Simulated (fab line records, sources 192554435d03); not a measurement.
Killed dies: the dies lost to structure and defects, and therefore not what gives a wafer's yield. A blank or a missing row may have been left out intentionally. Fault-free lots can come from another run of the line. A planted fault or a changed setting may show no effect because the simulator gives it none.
Lot-split experiment ; flow n5 finfet ; route with 1938 steps; 7 lots, 39 wafers read

## ABOUT THE SPLIT
At N5_GATE_CUT_EXPOSE_10 (exposes mask GATE CUT, target cd 20 nm), the setting dose mj was moved away from the recipe's 43.25 on 15 of the 39 wafers read, by -4.5% to +6.1%. All remaining wafers had this setting at the recipe value.

## FROM THE SPLIT TO THE READING: what the file shows between them, 2 steps
- N5_GATE_CUT_PEB_11: peb time 60 s
- N5_GATE_CUT_DEVELOP_12: develop time 30 s

## THE READING
cd nm, in nm, at N5_GATE_CUT_CD_MEAS_13 (target cd 20 nm). Typical for fault-free wafers on this fab line: 19.99 nm, with standard deviation 0.26 nm.

wafer;tool, chamber at the split;dose mj as run;against the recipe;cd nm, nm;against lot-mates on the recipe
L078.1;euv scanner-02, 0;43.25;recipe;19.95;-
L078.2;euv scanner-02, 0;43.25;recipe;19.61;-
L078.3;euv scanner-02, 0;43.25;recipe;20.17;-
L078.4;euv scanner-02, 0;43.25;recipe;19.92;-
L078.5;euv scanner-02, 0;43.25;recipe;19.73;-
L078.6;euv scanner-02, 0;43.25;recipe;19.68;-
L079.1;euv scanner-02, 0;41.94;-3.0%;18.86;-0.88
L079.2;euv scanner-02, 0;43.25;recipe;19.62;-
L079.3;euv scanner-02, 0;41.94;-3.0%;19.12;-0.62
L079.4;euv scanner-02, 0;43.25;recipe;19.62;-
L079.5;euv scanner-02, 0;43.25;recipe;19.99;-
L079.6;euv scanner-02, 0;41.94;-3.0%;19.52;-0.22
L081.1;euv scanner-02, 0;43.25;recipe;20.31;-
L081.2;euv scanner-02, 0;42.36;-2.1%;19.26;-0.91
L081.3;euv scanner-02, 0;42.36;-2.1%;19.63;-0.54
L081.4;euv scanner-02, 0;42.36;-2.1%;19.80;-0.37
L081.5;euv scanner-02, 0;43.25;recipe;19.99;-
L081.6;euv scanner-02, 0;43.25;recipe;20.21;-
L084.1;euv scanner-01, 0;41.38;-4.3%;18.85;-1.40
L084.2;euv scanner-01, 0;41.38;-4.3%;19.27;-0.98
L084.3;euv scanner-01, 0;43.25;recipe;20.20;-
L084.4;euv scanner-01, 0;41.38;-4.3%;19.32;-0.93
L084.5;euv scanner-01, 0;43.25;recipe;20.53;-
L084.6;euv scanner-01, 0;43.25;recipe;20.03;-
L085.2;euv scanner-02, 0;43.25;recipe;20.16;-
L085.5;euv scanner-02, 0;43.25;recipe;20.01;-
L085.6;euv scanner-02, 0;43.25;recipe;20.10;-
L087.1;euv scanner-01, 0;43.25;recipe;19.93;-
L087.2;euv scanner-01, 0;43.25;recipe;19.62;-
L087.3;euv scanner-01, 0;45.89;+6.1%;21.69;+1.76
L087.4;euv scanner-01, 0;45.89;+6.1%;21.26;+1.33
L087.5;euv scanner-01, 0;43.25;recipe;20.25;-
L087.6;euv scanner-01, 0;45.89;+6.1%;21.04;+1.11
L097.1;euv scanner-02, 0;41.29;-4.5%;18.85;-1.02
L097.2;euv scanner-02, 0;43.25;recipe;19.82;-
L097.3;euv scanner-02, 0;43.25;recipe;19.86;-
L097.4;euv scanner-02, 0;43.25;recipe;19.92;-
L097.5;euv scanner-02, 0;41.29;-4.5%;18.74;-1.13
L097.6;euv scanner-02, 0;41.29;-4.5%;18.79;-1.08

FIT RESULTS
A straight line over all 39 wafers: cd nm changes by +0.227 nm for each +1% of dose mj; r = +0.92; the points scatter about the line by 0.25 nm.
The same after taking each lot's own level away (the mean of its wafers on the recipe; 39 wafers): +0.235 nm for each +1%; r = +0.95; scatter 0.21 nm.
On that fit, the largest move of dose mj shifts the reading by 1.4 nm.
The lots' own levels span 19.743 to 20.253 nm, that is 2.0 times the standard deviation above.
So the lot-to-lot level changes the slope little: the two slopes agree.
Check: +1.34 nm against its lot-mates is what the line predicts for one of the wafers moved furthest among these (+6.1%) when that wafer is left out of the fit. Against them it came out at +1.76 nm.

## THE WHOLE CHAIN: every reading that the file lists as answering this split, in the file's order
step;what it does;reading;change (the file's fit);r (the file's)
N5_GATE_CUT_CD_MEAS_13;target cd 20 nm;cd nm;+0.235 nm for each +1% of the setting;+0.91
N5_GATE_CUT_DESCUM_18;chemistry O2, time 7 s;GATE_CUT.cd nm (the simulator's own value, which no gauge read);+0.246 nm for each +1% of the setting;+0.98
N5_GATE_CUT_ETCH_28;etches underlayer in N2/H2, target depth 13 nm, time 10.4 s;GATE_CUT.cd nm (the simulator's own value, which no gauge read);+0.226 nm for each +1% of the setting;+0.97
N5_GATE_CUT_ETCH_36;etches SiARC in CF4, target depth 13 nm, time 21.7 s;GATE_CUT.cd nm (the simulator's own value, which no gauge read);+0.239 nm for each +1% of the setting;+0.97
N5_GATE_CUT_ETCH_47;etches SiO2 in Cl2/BCl3, target depth 10 nm;GATE_CUT.cd nm (the simulator's own value, which no gauge read);+0.222 nm for each +1% of the setting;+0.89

## THE FILE'S OWN FIT
cd nm changes by +0.235 nm for each +1% of dose mj, r = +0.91.
